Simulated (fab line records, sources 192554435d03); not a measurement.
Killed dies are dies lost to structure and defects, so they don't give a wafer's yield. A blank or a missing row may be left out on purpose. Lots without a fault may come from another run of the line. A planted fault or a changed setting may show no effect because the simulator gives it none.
Chamber matching | flow n5_finfet | N5_BEOL_M4_DEP_57 on pecvd-02: 3 sister chambers
The step deposits SiCN from 3MS/NH3, target thk 8 nm, time 14 s. 6 wafers are shown with their chamber, then 12 later ones without.

WAFERS WITH THEIR CHAMBER
wafer  | chamber | throttle_valve_pct (%) | showerhead_plenum_p_Torr (Torr)
L082.5 | 1       | 9.8                    | 3.653
L085.3 | 0       | 10.1                   | 3.628
L085.6 | 0       | 10.0                   | 3.636
L084.1 | 1       | 9.8                    | 3.661
L084.2 | 2       | 8.3                    | 3.678
L084.6 | 2       | 8.4                    | 3.672

WAFERS WITHOUT THEIR CHAMBER
wafer  | throttle_valve_pct (%) | showerhead_plenum_p_Torr (Torr)
L088.2 | 8.3                    | 3.675
L088.5 | 9.5                    | 3.657
L088.6 | 8.4                    | 3.669
L089.1 | 8.2                    | 3.674
L089.4 | 9.8                    | 3.637
L089.6 | 9.4                    | 3.662
L090.2 | 10.1                   | 3.641
L090.3 | 9.7                    | 3.660
L090.6 | 8.7                    | 3.679
L092.2 | 8.4                    | 3.682
L092.4 | 8.3                    | 3.676
L092.5 | 10.1                   | 3.644

WHICH CHAMBER EACH WENT THROUGH
wafer  | from the rows above     | in truth
L088.2 | 2                       | 2
L088.5 | 1                       | 1
L088.6 | 2                       | 2
L089.1 | 2                       | 2
L089.4 | can't be placed: 1 or 0 | 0
L089.6 | 1                       | 1
L090.2 | 0                       | 0
L090.3 | 1                       | 1
L090.6 | 2                       | 2
L092.2 | 2                       | 2
L092.4 | 2                       | 2
L092.5 | 0                       | 0
Placed correctly: 11 of 12. Can't be placed from these rows: 1 (the true chamber is among the candidates in 1). Placed wrongly: 0.
How it was worked out, from the rows above alone: a wafer's distance from a chamber is the root of the sum, over the readings, of the square of ((its reading less the chamber's mean) divided by the reading's scatter). The wafer belongs to the nearest chamber; if the next one is less than 2 further off, it can't be placed. A chamber's mean is the mean of its shown wafers. The scatter: the root of (the sum of the squares of (reading less its chamber's mean) over the shown wafers, divided by (wafers less chambers)).
